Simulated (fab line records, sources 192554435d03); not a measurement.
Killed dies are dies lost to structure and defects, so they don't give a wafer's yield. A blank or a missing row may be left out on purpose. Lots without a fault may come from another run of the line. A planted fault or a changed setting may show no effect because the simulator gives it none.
Chamber matching | flow n5_finfet | N5_BEOL_M1_ALD_98 on ald_sin-01: 4 sister chambers
The step deposits SiO2, target thk 2.5 nm, pulse time 1 s, co reactant pulse time 1 s. 20 wafers are shown with their chamber, then 10 later ones without.

WAFERS WITH THEIR CHAMBER
wafer  | chamber | heater_power_w (W) | precursor_pulse_height_rel
L074.1 | 0       | 85                 | 0.997
L074.3 | 1       | 74                 | 0.996
L074.5 | 2       | 79                 | 0.999
L076.3 | 1       | 73                 | 1.009
L076.4 | 2       | 80                 | 1.019
L076.6 | 1       | 71                 | 1.027
L078.1 | 1       | 73                 | 0.959
L078.3 | 3       | 81                 | 0.967
L078.5 | 2       | 79                 | 1.002
L080.2 | 2       | 80                 | 1.008
L080.3 | 1       | 73                 | 1.001
L080.4 | 0       | 84                 | 1.021
L081.2 | 1       | 74                 | 0.984
L081.3 | 3       | 83                 | 1.039
L081.5 | 0       | 86                 | 0.988
L083.1 | 2       | 78                 | 1.011
L083.2 | 3       | 81                 | 0.991
L083.4 | 1       | 72                 | 1.003
L084.1 | 0       | 82                 | 1.026
L084.2 | 3       | 82                 | 1.006

SIGNATURES (means of the wafers above)
reading                    | chamber 0 | chamber 1 | chamber 2 | chamber 3 | scatter within a chamber
heater_power_w             | 84.25     | 72.86     | 79.20     | 81.75     | 1.15
precursor_pulse_height_rel | 1.00800   | 0.99700   | 1.00780   | 1.00075   | 0.0205
Rule: a wafer's distance from a chamber is the root of the sum, over the readings, of the square of ((its reading less the chamber's mean) divided by the reading's scatter). The wafer belongs to the nearest chamber; if the next one is less than 2 further off, it can't be placed. The scatter: the root of (the sum of the squares of (reading less its chamber's mean) over the shown wafers, divided by (wafers less chambers)).

WAFERS WITHOUT THEIR CHAMBER
wafer  | heater_power_w (W) | precursor_pulse_height_rel
L084.4 | 73                 | 1.008
L088.2 | 73                 | 1.026
L088.3 | 78                 | 0.992
L088.5 | 82                 | 1.000
L095.2 | 84                 | 1.035
L095.5 | 83                 | 1.006
L095.6 | 81                 | 1.009
L094.3 | 74                 | 0.992
L094.4 | 84                 | 0.984
L094.5 | 86                 | 1.019

WHICH CHAMBER EACH WENT THROUGH
wafer  | from the rows above     | in truth
L084.4 | 1                       | 1
L088.2 | 1                       | 1
L088.3 | can't be placed: 2 or 3 | 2
L088.5 | can't be placed: 3 or 0 | 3
L095.2 | can't be placed: 0 or 3 | 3
L095.5 | can't be placed: 0 or 3 | 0
L095.6 | can't be placed: 3 or 2 | 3
L094.3 | 1                       | 1
L094.4 | can't be placed: 0 or 3 | 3
L094.5 | 0                       | 0
Placed correctly: 4 of 10. Can't be placed from these rows: 6 (the true chamber is among the candidates in 6). Placed wrongly: 0.
